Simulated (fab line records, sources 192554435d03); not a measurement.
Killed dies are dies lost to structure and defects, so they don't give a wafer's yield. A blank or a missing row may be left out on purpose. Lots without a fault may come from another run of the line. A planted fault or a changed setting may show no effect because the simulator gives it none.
Problem report in the 8D (eight disciplines) form, filled by code | flow n5_finfet | the parts of the form that need people (team, actions taken, sign-off) are left out

1. THE PROBLEM
run_length_s at N5_BEOL_M2_CVD_47 reads a mean of 249.2 s on 2 wafers of 2 lots; wafers without a fault read 246.7 s with a standard deviation of 0.5. That is +5.1 standard deviations from the usual mean.
The step: deposits Co from CCTBA/H2, target thk 3 nm, time 223.8 s.
First seen on wafer L518.3, day 9 12:23, on cvd_co-02. The record holds 31 wafers of 11 lots with a number at this step. Rule for "out", or "out of limits": more than 4 standard deviations from the usual mean. The other wafers with a number count as sound.

2. WHAT IT IS AND WHAT IT IS NOT
question                    | is               | is not
which readings at this step | run_length_s     | -
which lots                  | L518, L520       | L507, L508, L509, L510, L511, L521, L522, L527, L529
which wafers of those lots  | L518.3, L520.4   | L518.2, L520.1
read on which tools         | cvd_co-02        | cvd_co-01
when                        | from day 9 12:23 | up to then (16 sound wafers); but 13 sound wafers of L520, L521, L522, L527, L529 came after

3. SUSPECTS, AND WHAT RULES EACH OUT
Counting: a tool at a process step up to the reading stays a suspect if it ran every lot that is out. Sound lots after the first of them don't rule it out here, since some wafers of a struck lot are sound.
- cvd_co-02 at N5_BEOL_M2_CVD_47 (deposits Co from CCTBA/H2, target thk 3 nm, time 223.8 s): kept. It ran every lot that is out, first L518 (day 9 12:23); its last sound lot up to then is L511 (day 8 02:28). Its own readings are out on those wafers: run_length_s.
- Within cvd_co-02 at N5_BEOL_M2_CVD_47: the wafers that are out ran in chambers 0, 1; their sound lot-mates ran in chamber 2.
Left after counting: cvd_co-02 at N5_BEOL_M2_CVD_47.

4. THE CAUSE (what the simulator had put in)
Process parameter drift: cvd_co-02, from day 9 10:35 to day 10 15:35, at N5_BEOL_M2_CVD_47. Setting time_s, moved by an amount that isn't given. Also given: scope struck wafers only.
Counting left only this tool.

5. THE CHAIN OF EFFECTS, in route order
Each row: a reading whose mean over the struck wafers that have a number lies more than 3 standard deviations from the usual. Only readings for which the record gives a usual standard deviation are gone through. hours: the time from each lot's start at the first step in this table that gives one to its start at this step, as a median over the lots. sigmas: the change in usual standard deviations.
hours | step              | reading      | usual   | on struck wafers | change | sigmas
0     | N5_BEOL_M2_CVD_47 | run_length_s | 246.7 s | 249.2            | +2.6   | +5.1
The process steps in it:
- N5_BEOL_M2_CVD_47: deposits Co from CCTBA/H2, target thk 3 nm, time 223.8 s.
Later measuring or inspecting steps at which every struck wafer that the step has a row for has a number for every such reading, and none has moved that far: N5_BEOL_M4_RC_MEAS_101.

6. WHAT WOULD HAVE CAUGHT IT SOONER
In this record the first reading out of limits was taken at day 9 12:23, 2 hours after the fault began at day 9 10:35.
